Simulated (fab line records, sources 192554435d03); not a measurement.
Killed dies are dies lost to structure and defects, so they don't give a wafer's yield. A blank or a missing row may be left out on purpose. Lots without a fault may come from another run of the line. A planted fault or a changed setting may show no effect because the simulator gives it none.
Chamber matching | flow n5_finfet | N5_BEOL_M8_STRIP_67 on rie_diel-06: 4 sister chambers
The step strips in CF4. 20 wafers are shown with their chamber, then 10 later ones without.

WAFERS WITH THEIR CHAMBER
wafer  | chamber | throttle_valve_pct (%) | drypump_motor_current_A (A) | oes_product_au (a.u.)
L075.1 | 0       | 13.13                  | 5.7                         | 0.94
L075.4 | 2       | 13.86                  | 5.5                         | 0.74
L075.5 | 0       | 13.14                  | 5.7                         | 0.93
L078.1 | 3       | 13.49                  | 5.5                         | 0.84
L078.5 | 3       | 13.49                  | 5.5                         | 0.84
L078.6 | 2       | 13.87                  | 5.5                         | 0.74
L081.2 | 2       | 13.86                  | 5.5                         | 0.74
L081.3 | 1       | 13.75                  | 6.2                         | 0.87
L081.6 | 3       | 13.52                  | 5.5                         | 0.84
L080.3 | 3       | 13.51                  | 5.5                         | 0.82
L080.4 | 0       | 13.17                  | 5.7                         | 0.91
L080.5 | 0       | 13.15                  | 5.7                         | 0.91
L083.2 | 3       | 13.52                  | 5.4                         | 0.82
L083.3 | 1       | 13.76                  | 6.2                         | 0.86
L083.5 | 3       | 13.51                  | 5.5                         | 0.82
L084.2 | 3       | 13.55                  | 5.4                         | 0.81
L084.3 | 2       | 13.91                  | 5.5                         | 0.73
L084.5 | 0       | 13.17                  | 5.7                         | 0.90
L089.1 | 1       | 13.80                  | 6.1                         | 0.84
L089.3 | 3       | 13.57                  | 5.5                         | 0.81

SIGNATURES (means of the wafers above)
reading                 | chamber 0 | chamber 1 | chamber 2 | chamber 3 | scatter within a chamber
throttle_valve_pct      | 13.1520   | 13.7700   | 13.8750   | 13.5200   | 0.0247
drypump_motor_current_A | 5.700     | 6.167     | 5.500     | 5.475     | 0.0368
oes_product_au          | 0.9180    | 0.8567    | 0.7375    | 0.8250    | 0.0133
Rule: a wafer's distance from a chamber is the root of the sum, over the readings, of the square of ((its reading less the chamber's mean) divided by the reading's scatter). The wafer belongs to the nearest chamber; if the next one is less than 2 further off, it can't be placed. The scatter: the root of (the sum of the squares of (reading less its chamber's mean) over the shown wafers, divided by (wafers less chambers)).

WAFERS WITHOUT THEIR CHAMBER
wafer  | throttle_valve_pct (%) | drypump_motor_current_A (A) | oes_product_au (a.u.)
L089.5 | 13.93                  | 5.5                         | 0.72
L091.2 | 13.20                  | 5.7                         | 0.87
L091.4 | 13.81                  | 6.2                         | 0.83
L091.6 | 13.78                  | 6.2                         | 0.84
L096.2 | 13.83                  | 6.1                         | 0.83
L096.4 | 13.61                  | 5.5                         | 0.79
L096.5 | 13.82                  | 6.1                         | 0.83
L095.2 | 13.96                  | 5.5                         | 0.71
L095.5 | 13.22                  | 5.7                         | 0.85
L095.6 | 13.58                  | 5.5                         | 0.80

WHICH CHAMBER EACH WENT THROUGH
wafer  | from the rows above | in truth
L089.5 | 2                   | 2
L091.2 | 0                   | 0
L091.4 | 1                   | 1
L091.6 | 1                   | 1
L096.2 | 1                   | 1
L096.4 | 3                   | 3
L096.5 | 1                   | 1
L095.2 | 2                   | 2
L095.5 | 0                   | 0
L095.6 | 3                   | 3
Placed correctly: 10 of 10. Can't be placed from these rows: 0. Placed wrongly: 0.
